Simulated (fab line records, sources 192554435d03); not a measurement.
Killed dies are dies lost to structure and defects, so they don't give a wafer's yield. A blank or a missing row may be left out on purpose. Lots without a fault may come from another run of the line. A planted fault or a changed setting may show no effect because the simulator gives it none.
Chamber matching | flow n5_finfet | N5_FIN_SAQP_STRIP_77 on rie_diel-03: 4 sister chambers
The step strips in N2/H2, time 90 s. 4 wafers are shown with their chamber, then 9 later ones without.

WAFERS WITH THEIR CHAMBER
wafer  | chamber | showerhead_plenum_p_Torr (Torr)
L083.2 | 3       | 3.44
L089.2 | 2       | 3.25
L089.4 | 0       | 3.48
L089.6 | 1       | 3.18

WAFERS WITHOUT THEIR CHAMBER
wafer  | showerhead_plenum_p_Torr (Torr)
L095.1 | 3.48
L095.5 | 3.17
L095.6 | 3.48
L096.1 | 3.47
L096.2 | 3.17
L096.3 | 3.25
L097.1 | 3.47
L097.4 | 3.42
L097.5 | 3.47

WHICH CHAMBER EACH WENT THROUGH
wafer  | from the rows above | in truth
L095.1 | 0                   | 0
L095.5 | 1                   | 1
L095.6 | 0                   | 0
L096.1 | 0                   | 0
L096.2 | 1                   | 1
L096.3 | 2                   | 2
L097.1 | 0                   | 0
L097.4 | 3                   | 3
L097.5 | 0                   | 0
Placed correctly: 9 of 9. Can't be placed from these rows: 0. Placed wrongly: 0.
How it was worked out, from the rows above alone: a wafer's distance from a chamber is the root of the sum, over the readings, of the square of ((its reading less the chamber's mean) divided by the reading's scatter). The wafer belongs to the nearest chamber; if the next one is less than 2 further off, it can't be placed. A chamber's mean is the mean of its shown wafers. The scatter: with one shown wafer a chamber, the root of the mean of the squares of how far each hidden wafer lies from its nearest shown one.
